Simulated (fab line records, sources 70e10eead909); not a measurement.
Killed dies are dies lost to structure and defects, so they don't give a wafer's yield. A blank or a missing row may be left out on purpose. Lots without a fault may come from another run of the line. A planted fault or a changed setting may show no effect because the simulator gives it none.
Which tool did it? | flow nand_harc | 14 lots, 42 wafers sampled, at 5 steps of a route of 1159

WHAT THE GAUGES READ, wafer by wafer
NHARC_A_M1_THK_MEAS_24: measures by xrf.
lot  | measured     | on            | thk_nm (nm)
L251 | day 18 00:03 | film_metro-01 | 153.3 154.6 156.7
L250 | day 17 18:39 | film_metro-01 | 153.7 154.8 151.9
L252 | day 18 11:23 | film_metro-01 | 155.0 154.7 155.5
L253 | day 18 06:01 | film_metro-01 | 152.4 154.9 154.3
L254 | day 18 11:05 | film_metro-01 | 154.7 155.8 154.0
L257 | day 19 04:52 | film_metro-02 | 155.8 154.5 155.0
L256 | day 19 11:01 | film_metro-02 | 156.6 156.7 155.7
L259 | day 19 14:52 | film_metro-01 | 155.9 153.6 155.4
L260 | day 20 08:49 | film_metro-01 | 156.9 156.5 153.7
L272 | day 23 03:47 | film_metro-02 | 153.9 155.6 152.0
L271 | day 23 04:53 | film_metro-02 | 153.6 153.1 155.6

NHARC_A_BONDPAD_THK_MEAS_30: measures by ellipsometry.
lot  | measured     | on            | thk_nm (nm)
L251 | day 18 01:36 | film_metro-01 | 199.9 200.4 198.3
L250 | day 17 20:27 | film_metro-02 | 200.8 198.5 200.6
L252 | day 18 12:56 | film_metro-02 | 200.3 201.5 200.8
L253 | day 18 08:14 | film_metro-01 | 199.5 198.2 198.7
L254 | day 18 12:36 | film_metro-01 | 200.3 202.1 202.1
L257 | day 19 06:22 | film_metro-02 | 201.4 202.9 200.4
L256 | day 19 12:32 | film_metro-01 | 200.5 197.6 201.2
L259 | day 19 16:22 | film_metro-02 | 200.9 199.5 198.6
L260 | day 20 10:20 | film_metro-02 | 201.6 199.6 199.8
L272 | day 23 05:20 | film_metro-01 | 200.6 201.3 201.2
L271 | day 23 06:25 | film_metro-02 | 199.3 199.1 203.8

NHARC_END_SORT_01.
lot  | measured     | on        | killed_at_array | killed_at_other | killed_at_periphery | killed_dies | killed_open | killed_short
L258 | day 21 17:50 | prober-01 | 671 670 676     | 1 0 0           | 5 7 1               | 677 677 677 | 4 6 3       | 3 2 1
L261 | day 22 08:16 | prober-02 | 673 672 667     | 0 0 0           | 4 5 10              | 677 677 677 | 3 3 1       | 3 2 3
L265 | day 23 03:07 | prober-01 | 669 672 669     | 4 1 4           | 4 4 4               | 677 677 677 | 9 2 4       | 1 2 2

WHICH TOOL RAN EACH LOT (tool, then ch and the chambers of the sampled wafers, then the start)
lot  | NHARC_A_STAIRCASE_ETCH_403          | NHARC_A_M1_ETCH_28
L251 | wet_bench-04 ch 3,4,5, day 14 00:10 | rie_diel-08 ch 0,2,3, day 18 00:03 or earlier
L250 | wet_bench-04 ch 0,1,7, day 14 00:17 | rie_diel-01 ch 0,1,3, day 17 18:39 or earlier
L252 | wet_bench-07 ch 1,3,6, day 14 09:26 | rie_diel-12 ch 0,1, day 18 11:23 or earlier
L253 | wet_bench-07 ch 1,2,5, day 14 09:44 | rie_diel-12 ch 0,2,3, day 18 06:01 or earlier
L254 | wet_bench-04 ch 1,6,7, day 14 14:37 | rie_diel-01 ch 2,3, day 18 11:05 or earlier
L257 | wet_bench-07 ch 1,5,7, day 15 09:25 | rie_diel-12 ch 0,1,2, day 19 04:52 or earlier
L256 | wet_bench-07 ch 4,5,6, day 15 19:43 | rie_diel-08 ch 0,1,3, day 19 11:01 or earlier
L259 | wet_bench-07 ch 1,3,6, day 15 20:23 | rie_diel-01 ch 0,1,2, day 19 14:52 or earlier
L260 | wet_bench-07 ch 0,2,6, day 16 06:17 | rie_diel-01 ch 0,1,2, day 20 08:49 or earlier
L258 | wet_bench-07 ch 2,3,5, day 16 06:34 | -
L261 | wet_bench-04 ch 2,4,6, day 16 23:58 | -
L265 | wet_bench-07 ch 3,4,7, day 17 00:05 | -
L272 | wet_bench-07 ch 1,4,5, day 18 19:49 | rie_diel-08 ch 0,2,3, day 23 03:47 or earlier
L271 | wet_bench-07 ch 0,2,3, day 18 20:07 | rie_diel-08 ch 1,2,3, day 23 04:53 or earlier
- NHARC_A_STAIRCASE_ETCH_403: etches SiO2 in dHF, target depth 108.2 nm.
- NHARC_A_M1_ETCH_28: etches the open film in CF4/N2, target depth 30 nm, time 72.99 s.

WHAT THE TOOLS THEMSELVES READ (means of the sampled wafers that have a number; where no wafer has one, the mark that the record gives instead)
NHARC_A_M1_ETCH_28.
lot  | tool        | drypump_motor_current_A (A) | oes_product_au (a.u.) | rf_vpp_V (V) | showerhead_plenum_p_Torr (Torr) | throttle_valve_pct (%)
L251 | rie_diel-08 | 5.9                         | 0.992                 | 313.7        | 2.65                            | 19.786
L250 | rie_diel-01 | 5.6                         | 1.002                 | 313.2        | 2.54                            | 19.793
L252 | rie_diel-12 | 6.5                         | 1.002                 | 313.0        | 2.54                            | 19.794
L253 | rie_diel-12 | 6.2                         | 0.993                 | 312.0        | 2.54                            | 19.802
L254 | rie_diel-01 | 6.1                         | 1.005                 | 313.2        | 2.59                            | 19.789
L257 | rie_diel-12 | 6.5                         | 0.992                 | 313.6        | 2.57                            | 19.788
L256 | rie_diel-08 | 6.2                         | 1.003                 | 314.1        | 2.66                            | 19.789
L259 | rie_diel-01 | 6.0                         | 1.001                 | 311.7        | 2.49                            | 19.779
L260 | rie_diel-01 | 6.0                         | 0.997                 | 312.7        | 2.49                            | 19.789
L272 | rie_diel-08 | 5.9                         | 0.998                 | 314.1        | 2.65                            | 19.794
L271 | rie_diel-08 | 6.0                         | 1.001                 | 315.3        | 2.65                            | 19.785

THE ANSWER, worked out from the rows above alone
Rule: what is usual is taken from the lots themselves. Put in order of their means at a reading, lots are off if they are a third of the lots or fewer, leave a main group of 4 or more, and stand apart from it by a gap of 3 or more times the standard deviation of the main group's means; of several such gaps the widest counts. A main group whose means are all the same, to the digits that the tables above print for the reading, isn't used. A lot without any number at a reading at which 4 lots or more have one is off too. The other lots that the step has rows for count as sound. The gauges are gone through in route order, then the tools' own readings, and for those a lot's mean is taken as printed above. The first step at which some lot is off is used, and at that step the reading that is off furthest; a lot without a number counts as furthest.
No lot is off at any reading shown: from this, nothing can be told.

WHAT THE SIMULATOR HAD PUT IN
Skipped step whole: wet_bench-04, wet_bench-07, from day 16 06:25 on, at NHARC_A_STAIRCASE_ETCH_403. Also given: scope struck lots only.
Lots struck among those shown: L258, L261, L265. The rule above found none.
